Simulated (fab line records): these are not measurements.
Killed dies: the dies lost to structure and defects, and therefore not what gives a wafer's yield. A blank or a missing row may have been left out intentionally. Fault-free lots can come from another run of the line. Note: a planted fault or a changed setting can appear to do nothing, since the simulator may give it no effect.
A lot that was struck, set against a sound lot ; flow n5-finfet ; 17 steps out of a route of 1938
Sound: wafers L410.1, L410.2, L410.5. Struck: wafers L422.1, L422.5 (left out: L422.2, a lot-mate that was not struck); the cause follows at the end.
For every step that has rows: the tool of each side, followed by ch and its chambers, followed by its first start. Under that, the readings that differ: sound wafers ; struck wafers ; difference of the means ; sigmas: that difference in standard deviations of wafers without a fault.
alike: readings whose means differ by less than 2 such deviations, and words and numbers that are the same on both sides. not compared: withheld readings, readings that some wafer has no value for, bounds like >300 that may hide the same value, and numbers for which the record gives no deviation and whose values overlap.
A row with sigmas, a row that says differs or no value, or rows on one side alone: a step with any of these is where the two part. Numbers that don't overlap but have no deviation are shown without sigmas and don't part them. A reading that every wafer of one side lacks parts them only if that side has two wafers or more.

first, 4 steps without rows for these wafers: N5_BEOL_M11_HM_STRIP_39 (strips TiN in peroxide tin strip, target depth 25 nm, time 158 s); N5_BEOL_M11_SRD_40 (time 30 s); N5_BEOL_M11_PRECLEAN_42 (cleans in residue remover, time 60 s); N5_BEOL_M11_SRD_43 (time 30 s).
N5_BEOL_M11_CD_MEAS_35: target cd 70 nm.
  struck on cd-sem-02, day 15 01:55; sound on cd-sem-01, day 11 01:35
  alike: cd-nm
N5_BEOL_M11_CURE_72: cures SiCOH lowk, time 120 s.
  sound on uv-cure-01 ch 1, day 11 01:37; struck on uv-cure-02 ch 2, day 15 01:57
  alike: lamp-power-pct, wafer_temp_C_max
then, 1 step without rows for these wafers: N5_BEOL_M11_DEGAS_44 (time 60 s).
N5_BEOL_M11_PRE_CLEAN_45: time 30 s.
  struck on pvd-sputter-02, day 15 02:37; sound on pvd-sputter-01, day 11 02:04
reading;sound;struck;difference;sigmas
heater-power-w (W);306 331 301;362 399;+68;+2
N5_BEOL_M11_ALD_74: deposits TaN, target thk 2 nm, pulse time 2 s, purge time 3 s.
  sound on ald-metal-04 ch 0,2, day 11 02:08; struck on ald-metal-01 ch 0, day 15 02:41
  alike: heater-power-w
N5_BEOL_M11_SURFACE_TREAT_76:
  struck on pvd-sputter-02, day 15 03:01; sound on pvd-sputter-02, day 11 02:31
  not compared: throttle-valve-pct
then, 2 steps without rows for these wafers: N5_BEOL_M11_CVD_75 (deposits Co from CCTBA/H2, target thk 2 nm, time 138.9 s); N5_BEOL_M11_SPUTTER_48 (material Cu, target thk 12 nm, time 2 s).
N5_BEOL_M11_ECD_50: material Cu, target thk 318 nm.
  sound on ecd-cu-01 ch 0,1, day 11 03:07; struck on ecd-cu-02 ch 0, day 15 03:28
reading;sound;struck;difference;sigmas
model.Cu_of_BEOL_M11_ECD_50.thk-nm (nm);318.2 315.4 320.8;173.8 173.4;-144.5;
N5_BEOL_M11_ANNEAL_51: time 90 s.
  sound on rtp-anneal-02 ch 0, day 11 03:20; struck on rtp-anneal-02 ch 0, day 15 04:53
  alike: wafer_temp_C_max
N5_BEOL_M11_CMP_52: polishes, stops on SiCOH lowk, t overpolish 7 s, target thk 140 nm.
  sound on cmp-02 ch 0,1,3, day 11 03:40; struck on cmp-04 ch 0,1, day 15 05:11
reading;sound;struck;difference;sigmas
time-to-endpoint-s (s);67 70 68;36 42;-29;-8
  alike: motor-current-A
N5_BEOL_M11_THK_MEAS_53: measures by xrf.
  struck on film-metro-01, day 15 05:29; sound on film-metro-02, day 11 03:55
  alike: M11_THK
N5_PASSIVATION_PROBE_49:
  sound wafers here have rows in the record (prober-01, day 13 09:20); struck ones have none

## WHERE THEY PART
At N5_BEOL_M11_PRE_CLEAN_45 first; at N5_PASSIVATION_PROBE_49 last (within this record only).

WHY: the cause the simulator had injected
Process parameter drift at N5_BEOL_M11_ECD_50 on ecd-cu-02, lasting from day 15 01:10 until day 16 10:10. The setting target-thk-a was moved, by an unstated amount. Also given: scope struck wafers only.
